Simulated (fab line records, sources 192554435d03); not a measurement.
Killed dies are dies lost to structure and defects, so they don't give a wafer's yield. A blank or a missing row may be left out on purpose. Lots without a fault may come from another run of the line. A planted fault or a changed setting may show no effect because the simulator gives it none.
fab line records | flow n5_finfet
record lots=4 wafers=12 last_day=18
route steps=1938 shown BEOL_M9@1461 BEOL_M10@1470 PASSIVATION@1936
lots that met no fault: from a run of the same line without faults
start_h: hours from the record's first day to the start of the lot's first wafer shown | wait_h: hours since the lot's step before | " the same as in the row above | L1.1+2: a row that stands for several wafers | - no value, or no start given | * or withheld: withheld | < > ~ a bound
route shown NAME@n: a module of which the file shows steps, and the number in the route of the first | usual: mean/standard deviation of fault-free wafers | same: alike in all rows | chamber/n: place in a boat | sites: the reading at each site | _std_site: their standard deviation | _edge_site: outer sites' mean less inner sites' | radius_mm: how far each site lies from the wafer's centre | mask NAME#n: copy n | behind: the tool/chamber that last shaped the wafer | hold: why the lot was held/for how many hours/how that ended | device: the transistor (n, p or np) that didn't switch | end of line: the same wafers' tests at the end of the route | a step without rows: its recipe alone | killed: dies lost to structure and defects at the first sort, not the wafer's yield | map: a wafer's dies, x killed, . not, _ none there
set.NAME: the setting as run; set.NAME@STEP: as run at that earlier step | model.NAME: the simulator's own value behind a step, which no gauge read
lots at some steps of the route; a table a step, a row a wafer
services: from which hour (start_h, from the record's first day; less than 0 if before it) a tool's chamber was out of use, for how many hours, and why
## steps
# step N5_BEOL_M9_SPUTTER_48
# recipe material=Cu target_thk_a=120 temp_c=-20 bias_v=60 power_w=26000 chamber_pressure_pa=0.13 time_s=2
# step N5_BEOL_M9_ECD_50
# recipe material=Cu target_thk_a=3180
# step N5_BEOL_M9_ANNEAL_51
# recipe temp_c=225 time_s=90 ambient=N2
# step N5_BEOL_M9_CMP_52
# recipe stop_on=SiCOH_lowk t_overpolish_s=7 down_force_psi=1 platen_rpm=50 clearing_platen_down_force_psi=1.5 clearing_platen_rpm=50 post_cmp_clean=cu_alkaline target_thk_nm=140 clearing_platen_pad_velocity_m_s=0.99484 pad_velocity_m_s=0.99484
# step N5_BEOL_M9_PRE_CLEAN_55
# recipe gas=NH3 time_s=15 temp_c=withheld rf_power_w=300
# step N5_BEOL_M9_DEP_56
# recipe material=SiCN target_thk_a=150 temp_c=withheld precursor=3MS/NH3 pressure_torr=3 rf_w=202 time_s=26.5
# step N5_BEOL_M10_ILD_DEP_00
# recipe material=SiCOH_lowk target_thk_a=3085.1 temp_c=300 precursor=DEMS/porogen pressure_torr=5 rf_w=500 time_s=58
# step N5_BEOL_M10_CURE_71
# recipe temp_c=385 time_s=240 ambient=He/Ar material=SiCOH_lowk
# step N5_BEOL_M10_PECVD_70
# recipe material=SiO2 target_thk_a=200 temp_c=400 precursor=TEOS/O2 pressure_torr=5.5 rf_w=450 teos_flow_sccm=53.8 gas=O2 flow_sccm=3000 time_s=22.7
# usual heater_power_w=702/90 showerhead_plenum_p_Torr=8.81/0.074 susceptor_temp_C=400.01/0.23 throttle_valve_pct=22.4/1.3
# columns lot.wafer tool chamber start_h wait_h heater_power_w showerhead_plenum_p_Torr susceptor_temp_C throttle_valve_pct model.SiO2_of_BEOL_M10_PECVD_70.thk_nm
L199.2 pecvd-03 1 273.57 0.0 565 8.77 400.08 23.2 19.8
L199.3 " 2 " " 595 8.87 399.68 20.6 20
L199.6 " 2 " " 603 8.84 399.92 20.5 20
L201.2 pecvd-03 0 294.24 0.0 698 8.76 386.11 23.0 21.8
L201.5 " 0 " " 696 8.76 385.87 22.8 22
L201.6 " 2 " " 525 8.84 386.09 20.3 22
L207.2 pecvd-03 0 321.47 0.0 769 8.77 386.01 23.0 22
L207.3 " 2 " " 545 8.85 386.42 20.6 22.2
L207.5 " 2 " " 544 8.87 386.45 20.6 22.6
L215.3 pecvd-01 0 381.35 0.0 735 8.85 400.40 21.6 19.6
L215.4 " 0 " " 751 8.80 400.16 21.5 20.2
L215.5 " 1 " " 598 8.96 400.02 25.0 20.2
# step N5_BEOL_M10_HM_DEP_02
# recipe material=TiN target_thk_a=200 temp_c=25 chamber_pressure_pa=0.49996
# step N5_BEOL_M10_COAT_59
# recipe resist=SOC temp_c=250 time_s=60 spin_rpm=1500 resist_thk_nm=100
# step N5_BEOL_M10_COAT_60
# recipe resist=SiARC temp_c=220 time_s=60 spin_rpm=1500 resist_thk_nm=30
# step N5_BEOL_M10_COAT_05
# recipe resist=CAR-ArF spin_rpm=1500 resist_thk_nm=90
# step N5_BEOL_M10_EBR_07
# recipe solvent=PGMEA ebr_width_mm=1.5
# step N5_BEOL_M10_SOFTBAKE_06
# recipe temp_c=110 time_s=60 resist=CAR-ArF
# step N5_BEOL_M10_EXPOSE_08
# recipe mask_id=M10 na=1.35 source_shape=dipole sigma_inner=0.411 sigma_outer=0.611 polarization=te dose_mj=53.75
# step N5_BEOL_M10_PEB_09
# recipe peb_temp_c=withheld peb_time_s=60 resist=CAR-ArF
# step N5_BEOL_M10_DEVELOP_10
# recipe develop_time_s=30 developer=TMAH resist=CAR-ArF rinse_liquid=diw dry=air_spin dev_temp_c=23
# step N5_BEOL_M10_DESCUM_16
# recipe chemistry=O2 time_s=7.9 source_power_w=50 bias_power_w=20 pressure_mtorr=20 rf_frequency_hz=2.712e+07 temp_c=40 resist=CAR-ArF o2_flow_sccm=225
# step N5_BEOL_M10_ETCH_61
# recipe chemistry=CF4 target=SiARC target_depth_a=390 mask_material=CAR-ArF time_s=65 ion_energy_ev=80 pressure_mtorr=40 source_w=545 bias_w=36 Ar_flow_sccm=100 cf4_flow_sccm=100 ends=cleared
# step N5_BEOL_M10_ETCH_62
# recipe chemistry=N2/H2 target=SOC target_depth_a=1100 overetch_a=220 mask_material=SiARC temp_c=40 time_s=165 ion_energy_ev=200 pressure_mtorr=30 source_w=840 bias_w=150 n2_flow_sccm=200 h2_flow_sccm=200
# step N5_BEOL_M10_STRIP_68
# recipe chemistry=N2/H2 temp_c=40 n2_flow_sccm=200 h2_flow_sccm=200 rf_frequency_hz=6e+07
# step N5_BEOL_M10_STRIP_67
# recipe chemistry=CF4 resist=SiARC power_w=300 bias_power_w=75 pressure_mtorr=50 cf4_flow_sccm=150 rf_frequency_hz=6e+07
# step N5_BEOL_M10_HM_OPEN_17
# recipe chemistry=Cl2/BCl3 target_depth_a=200 overetch_a=60 target=TiN mask_material=SOC ion_energy_ev=150 pressure_mtorr=10 icp_w=1000 bias_w=126 Cl2_flow_sccm=53.25 bcl3_flow_sccm=21.75 Ar_flow_sccm=25
# step N5_BEOL_M10_STRIP_19
# recipe chemistry=O2 power_w=400 temp_c=40 pressure_mtorr=30 rf_frequency_hz=6e+07 bias_power_w=0 overash_fraction=0.2 o2_flow_sccm=225
# step N5_BEOL_M10_COAT_63
# recipe resist=SOC temp_c=250 time_s=60 spin_rpm=1500 resist_thk_nm=100
# step N5_BEOL_M10_COAT_64
# recipe resist=SiARC temp_c=220 time_s=60 spin_rpm=1500 resist_thk_nm=30
# step N5_BEOL_M10_COAT_22
# recipe resist=CAR-ArF spin_rpm=1500 resist_thk_nm=90
# step N5_BEOL_M10_EBR_24
# recipe solvent=PGMEA ebr_width_mm=1.5
# step N5_BEOL_M10_SOFTBAKE_23
# recipe temp_c=110 time_s=60 resist=CAR-ArF
# step N5_BEOL_M10_EXPOSE_25
# recipe mask_id=V9 na=1.35 source_shape=annular sigma_inner=0.5 sigma_outer=0.8 polarization=unpolarized dose_mj=85.5
# step N5_BEOL_M10_PEB_26
# recipe peb_temp_c=withheld peb_time_s=60 resist=CAR-ArF
# step N5_BEOL_M10_DEVELOP_27
# recipe develop_time_s=30 developer=TMAH resist=CAR-ArF rinse_liquid=diw dry=air_spin dev_temp_c=23
# step N5_BEOL_M10_HM_STRIP_39
# recipe chemistry=peroxide_tin_strip material=TiN target_depth_a=250 temp_c=50 time_s=158
# columns lot.wafer tool chamber start_h wait_h model.SiO2_of_BEOL_M10_PECVD_70.thk_nm
L199.2+3+6 wet_bench-04 6,7,1 276.32 0.0 19.8
L201.2 wet_bench-04 4 300.96 0.0 21.6
L201.5+6 " 0,1 " " 21.8
L207.2 wet_bench-01 6 326.33 0.0 21.8
L207.3 " 4 " " 22
L207.5 " 7 " " 22.4
L215.3 wet_bench-04 4 385.37 0.0 19.6
L215.4+5 " 3,6 " " 20
# step N5_BEOL_M10_CMP_52
# recipe stop_on=SiCOH_lowk t_overpolish_s=7 down_force_psi=1 platen_rpm=50 clearing_platen_down_force_psi=1.5 clearing_platen_rpm=50 post_cmp_clean=cu_alkaline target_thk_nm=140 clearing_platen_pad_velocity_m_s=0.99484 pad_velocity_m_s=0.99484
# usual barrier_field_endpoint_s=28.6/0.68 clearing_platen_rpm=49.999/0.024 motor_current_A=6.3/0.48 pad_life_wafers=1031/510
# columns lot.wafer tool chamber start_h wait_h barrier_field_endpoint_s clearing_platen_rpm motor_current_A pad_life_wafers
L199.3 cmp-01 2 279.19 0.3 28.3 49.976 7.1 90
L199.2 " 0 " " 28.4 50.003 5.9 92
L199.6 " 2 " " 28.2 49.992 7.0 -
L201.2 cmp-01 2 304.50 0.3 31.2 50.055 6.5 309
L201.6 " 3 " " 33.1 50.021 5.6 -
L201.5 " 0 " " 32.7 50.026 5.9 -
L207.3 cmp-04 1 328.11 0.2 31.5 49.980 6.0 1482
L207.2 " 3 " " 31.3 50.009 6.1 1484
L207.5 " 1 " " 31.9 49.980 6.5 -
L215.4 cmp-04 0 389.60 0.1 29.3 50.028 5.8 2004
L215.3 " 2 " " 28.4 49.995 6.5 2006
L215.5 " 0 " " 29.8 50.010 5.7 -
# step N5_PASSIVATION_PROBE_49
# usual defect_limited_yield=91.5/1.4 killed_at_M0_to_M3=34/11 killed_at_M4_up=15/6 killed_at_contacts=11/5.9 killed_at_front_end=37/11 killed_at_other=3.6/2.9 killed_dies=101/17 killed_open=66/12 killed_short=33/7.8 sort_bin_5_function=5.0/0.97 sort_bin_6_memory=3.2/0.65 sort_n_pass=1079/17 sort_yield_pct=91.4/1.4
# same gross_dies=1180 killed_at_back_side=0 sort_bin_4_leakage[%]=0 sort_bin_8_speed[%]=0
# columns lot.wafer tool chamber start_h wait_h defect_limited_yield[%] killed_at_M0_to_M3 killed_at_M4_up killed_at_contacts killed_at_front_end killed_at_other killed_dies killed_open killed_short sort_bin_5_function[%] sort_bin_6_memory[%] sort_n_pass sort_yield_pct[%]
L207.2 prober-01 - 375.92 0.1 92.9 33 8 3 35 5 84 62 22 4.7 2.3 1096 92.9
L207.3 prober-01 - 375.97 0.1 90.7 27 7 5 69 2 110 70 40 4.7 4.2 1070 90.7
L207.5 prober-01 - 376.07 0.2 93.2 19 11 11 36 3 80 53 25 3.7 2.6 1100 93.2
L215.3 prober-01 - 441.02 0.1 89.1 46 33 7 38 5 129 83 46 5.6 4.9 1051 89.1
L215.4 prober-01 - 441.07 0.2 92.0 40 23 7 23 1 94 60 34 4.7 3.1 1086 92.0
L215.5 prober-01 - 441.12 0.2 92.5 34 9 11 30 5 89 62 26 4.7 2.8 1091 92.5
# killed by level:class
L207.2 BEOL_M2:geometric_particle:open=9 FIN_SAQP:geometric_particle:open=7 STI_FIN_REVEAL:geometric_particle:open=7 DUMMY_GATE:geometric_particle:open=7 BEOL_M0_SAQP:geometric_particle:short=6 BEOL_M1:geometric_particle:open=6 BEOL_M3:geometric_particle:open=6 BEOL_M4:geometric_particle:short=4
L207.3 STI_FIN_REVEAL:geometric_particle:open=26 FIN_SAQP:geometric_particle:open=8 BEOL_M1:geometric_particle:open=8 BEOL_M3:geometric_particle:open=7 STI_FIN_REVEAL:geometric_particle:short=6 STARTING-WAFER:geometric_particle:short=6 FIN_SAQP:geometric_particle:short=5 DUMMY_GATE:geometric_particle:open=5
L207.5 STI_FIN_REVEAL:geometric_particle:open=9 MOL_CONTACT_COAG:geometric_particle:open=9 BEOL_M1:geometric_particle:open=7 DUMMY_GATE:geometric_particle:open=5 FIN_SAQP:geometric_particle:short=4 DUMMY_GATE:geometric_particle:short=4 BEOL_M5:geometric_particle:open=4 GATE_CUT:geometric_particle:short=4
L215.3 BEOL_M0_SAQP:geometric_particle:short=21 BEOL_M0_SAQP:geometric_particle:open=17 STI_FIN_REVEAL:geometric_particle:open=14 BEOL_M4:geometric_particle:open=13 BEOL_M4:geometric_particle:short=12 FIN_SAQP:geometric_particle:open=7 MOL_CONTACT_COAG:geometric_particle:open=7 FIN_SAQP:geometric_particle:short=6
L215.4 FIN_SAQP:geometric_particle:short=9 BEOL_M3:geometric_particle:open=9 BEOL_M4:geometric_particle:open=8 BEOL_M0_SAQP:geometric_particle:open=8 BEOL_M5:geometric_particle:open=8 BEOL_M1:geometric_particle:short=7 MOL_CONTACT_COAG:geometric_particle:open=6 BEOL_M0_SAQP:geometric_particle:short=6
L215.5 FIN_SAQP:geometric_particle:open=13 BEOL_M2:geometric_particle:open=10 MOL_CONTACT_COAG:geometric_particle:open=8 BEOL_M0_SAQP:geometric_particle:open=8 BEOL_M0_SAQP:geometric_particle:short=7 BEOL_M3:geometric_particle:open=5 STI_FIN_REVEAL:geometric_particle:open=4 GATE_CUT:geometric_particle:open=4
## services
# columns tool chamber start_h hours kind
cmp-04 - 254.38 2.5 repair
cmp-01 - 263.67 4.0 pm
cmp-01 - 267.67 - consumable_replace:conditioner
cmp-01 - 267.67 - consumable_replace:pad
pecvd-01 - 284.69 6.0 pm
pecvd-03 2 286.05 2.1 scheduled_down
pecvd-03 - 296.50 5.5 pm
pecvd-01 2 314.69 2.1 scheduled_down
pecvd-01 2 333.84 5.5 scheduled_down
cmp-04 - 340.38 1.5 repair
pecvd-03 - 346.72 1.8 repair
cmp-01 - 351.41 0.6 repair
cmp-01 - 356.48 5.5 pm
cmp-04 - 371.44 7.4 repair
pecvd-01 1 374.02 4.6 repair
pecvd-01 - 379.46 1.3 repair
## key
first_sign step=N5_BEOL_M10_PECVD_70 reading=susceptor_temp_C direction=down sigmas=61 usual=* struck=*
effect step=N5_BEOL_M10_CMP_52 reading=barrier_field_endpoint_s direction=up sigmas=4.8 usual=28.6 struck=31.9
model_effect step=N5_BEOL_M10_PECVD_70 value=SiO2_of_BEOL_M10_PECVD_70.thk_nm without=20.3 struck=22.1
model_effect step=N5_BEOL_M10_HM_STRIP_39 value=SiO2_of_BEOL_M10_PECVD_70.thk_nm without=20.1 struck=21.9
met_at N5_BEOL_M10_PECVD_70
struck_wafers L201.2,L201.5,L201.6,L207.2,L207.3,L207.5
onset_between 273.57 294.24
fault kind=process_parameter_drift tool=pecvd-03 chamber=- onset_h=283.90 steps=N5_BEOL_M10_PECVD_70 channel=temp_c offset=* shape=step end_h=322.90 acts_in=* stated=*
